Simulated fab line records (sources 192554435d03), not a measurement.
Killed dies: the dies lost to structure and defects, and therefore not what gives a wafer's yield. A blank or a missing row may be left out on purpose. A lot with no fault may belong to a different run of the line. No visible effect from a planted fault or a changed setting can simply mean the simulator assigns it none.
Which of the tools did it? ; flow n5-finfet ; at 1 step of a route of 1938, 9 lots with 27 wafers sampled

WHAT THE GAUGES READ, wafer by wafer
N5_BEOL_M4_RC_MEAS_101.
lot;measured;on;DIBL_N (mV/V);DIBL_P (mV/V);IOFF_N (nA/um);IOFF_P (nA/um);ION_N (uA/um);ION_P (uA/um);SS_N (mV/dec);SS_P (mV/dec);VT_N (mV);VT_P (mV)
L776;day 8 00:55;prober-01;37.2 34.5 34.7;36.6 33.5 33.6;0.19 0.13 0.14;0.27 0.20 0.22;692 663 663;476 461 469;72.1 71.3 71.2;73.0 72.5 73.0;249 252 249;-242 -246 -246
L777;day 8 08:05;prober-01;38.7 37.0 35.7;41.7 39.1 36.9;0.22 0.16 0.14;0.27 0.20 0.18;674 664 645;463 454 445;72.6 73.0 72.5;75.0 73.4 73.1;248 254 256;-248 -251 -253
L775;day 8 08:34;prober-02;36.8 35.5 33.7;36.0 35.4 33.5;0.16 0.14 0.11;0.18 0.17 0.16;672 655 663;459 448 460;72.2 71.2 70.5;72.7 72.9 72.3;250 249 255;-252 -255 -254
L784;day 10 03:26;prober-01;36.7 36.6 36.5;37.4 37.3 36.7;0.17 0.16 0.15;0.20 0.20 0.20;681 673 662;467 464 454;71.9 71.7 71.5;74.2 73.3 73.5;252 252 254;-252 -256 -253
L785;day 10 10:58;prober-02;34.3 36.5 35.7;35.1 36.9 35.4;0.13 0.17 0.15;0.18 0.20 0.18;666 675 666;454 460 454;70.0 71.4 71.4;72.4 74.1 73.5;252 249 253;-253 -253 -255
L786;day 10 21:25;prober-01;36.9 35.7 39.5;36.1 34.7 39.5;0.18 0.16 0.24;0.26 0.23 0.33;687 680 693;471 470 475;71.7 70.2 72.4;72.8 73.1 73.8;245 247 243;-244 -245 -242
L793;day 13 09:46;prober-02;39.9 38.7 39.5;39.9 39.0 38.5;0.24 0.21 0.21;0.27 0.25 0.24;683 677 681;455 454 461;72.4 71.9 71.9;74.1 74.2 73.4;244 246 247;-247 -249 -253
L796;day 13 14:22;prober-02;36.6 39.4 38.0;36.8 40.1 38.7;0.13 0.18 0.15;0.17 0.21 0.19;658 662 664;447 452 454;71.6 72.6 71.6;73.4 73.8 74.3;256 249 253;-257 -251 -254
L797;day 14 10:43;prober-02;35.5 36.0 35.8;34.4 35.2 34.2;0.15 0.16 0.14;0.20 0.22 0.20;675 678 664;467 466 461;72.0 71.8 71.2;73.6 73.5 73.1;250 246 251;-250 -249 -252

EACH LOT AND THE TOOL THAT RAN IT (in order: tool; ch and the chambers of the sampled wafers; start)
The record shows no process step preceding these readings.

AS READ BY THE TOOLS THEMSELVES (means over the sampled wafers that have a number; for cases with no such wafer, the mark the record gives instead)
The record holds no such reading with a usual standard deviation.

THE ANSWER, worked out from the rows above alone
Rule: usual is defined by the lots themselves. Put in order of their means at a reading, lots are off if they are a third of the lots or fewer, leave a main group of 4 or more, and stand apart from it by a gap of 3 or more times the standard deviation of the main group's means; of several such gaps the widest counts. A main group is skipped when, at the precision printed for the reading in the tables above, its means are all equal. A lot without any number at a reading at which 4 lots or more have one is off too. The other lots that the step has rows for count as sound. First the gauges in route order, then the tools' own readings, where a lot's mean is used as printed above. At the first step where some lot is off, the reading lying furthest off is the one used; lots without a number count as furthest.
None of the lots is off at any reading shown; this tells nothing.

WHAT THE SIMULATOR HAD INSERTED
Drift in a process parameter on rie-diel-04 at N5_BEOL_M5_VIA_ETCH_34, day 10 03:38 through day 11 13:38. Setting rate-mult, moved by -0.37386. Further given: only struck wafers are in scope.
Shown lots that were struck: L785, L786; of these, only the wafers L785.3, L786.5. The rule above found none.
